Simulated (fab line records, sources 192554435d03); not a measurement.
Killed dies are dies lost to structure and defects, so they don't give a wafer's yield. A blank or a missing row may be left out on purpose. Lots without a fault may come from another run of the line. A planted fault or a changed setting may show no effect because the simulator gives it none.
Chamber matching | flow n5_finfet | N5_BEOL_M0_SAQP_HM_DEP_111 on pecvd-02: 3 sister chambers
The step deposits SiO2 from SiH4/N2O, target thk 12 nm, time 7.2 s. 6 wafers are shown with their chamber, then 10 later ones without.

WAFERS WITH THEIR CHAMBER
wafer  | chamber | showerhead_plenum_p_Torr (Torr) | heater_power_w (W)
L090.1 | 0       | 8.06                            | 597
L092.3 | 1       | 8.26                            | 931
L092.5 | 1       | 8.24                            | 943
L092.6 | 2       | 8.01                            | 726
L093.2 | 2       | 8.02                            | 776
L093.5 | 0       | 8.08                            | 619

WAFERS WITHOUT THEIR CHAMBER
wafer  | showerhead_plenum_p_Torr (Torr) | heater_power_w (W)
L093.6 | 8.00                            | 782
L094.1 | 8.23                            | 893
L094.4 | 8.07                            | 582
L094.6 | 8.25                            | 914
L095.1 | 8.06                            | 707
L095.3 | 8.02                            | 793
L095.4 | 8.01                            | 788
L097.1 | 8.23                            | 903
L097.5 | 8.07                            | 610
L097.6 | 8.22                            | 919

WHICH CHAMBER EACH WENT THROUGH
wafer  | from the rows above     | in truth
L093.6 | 2                       | 2
L094.1 | 1                       | 1
L094.4 | 0                       | 0
L094.6 | 1                       | 1
L095.1 | can't be placed: 2 or 0 | 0
L095.3 | 2                       | 2
L095.4 | 2                       | 2
L097.1 | 1                       | 1
L097.5 | 0                       | 0
L097.6 | 1                       | 1
Placed correctly: 9 of 10. Can't be placed from these rows: 1 (the true chamber is among the candidates in 1). Placed wrongly: 0.
How it was worked out, from the rows above alone: a wafer's distance from a chamber is the root of the sum, over the readings, of the square of ((its reading less the chamber's mean) divided by the reading's scatter). The wafer belongs to the nearest chamber; if the next one is less than 2 further off, it can't be placed. A chamber's mean is the mean of its shown wafers. The scatter: the root of (the sum of the squares of (reading less its chamber's mean) over the shown wafers, divided by (wafers less chambers)).
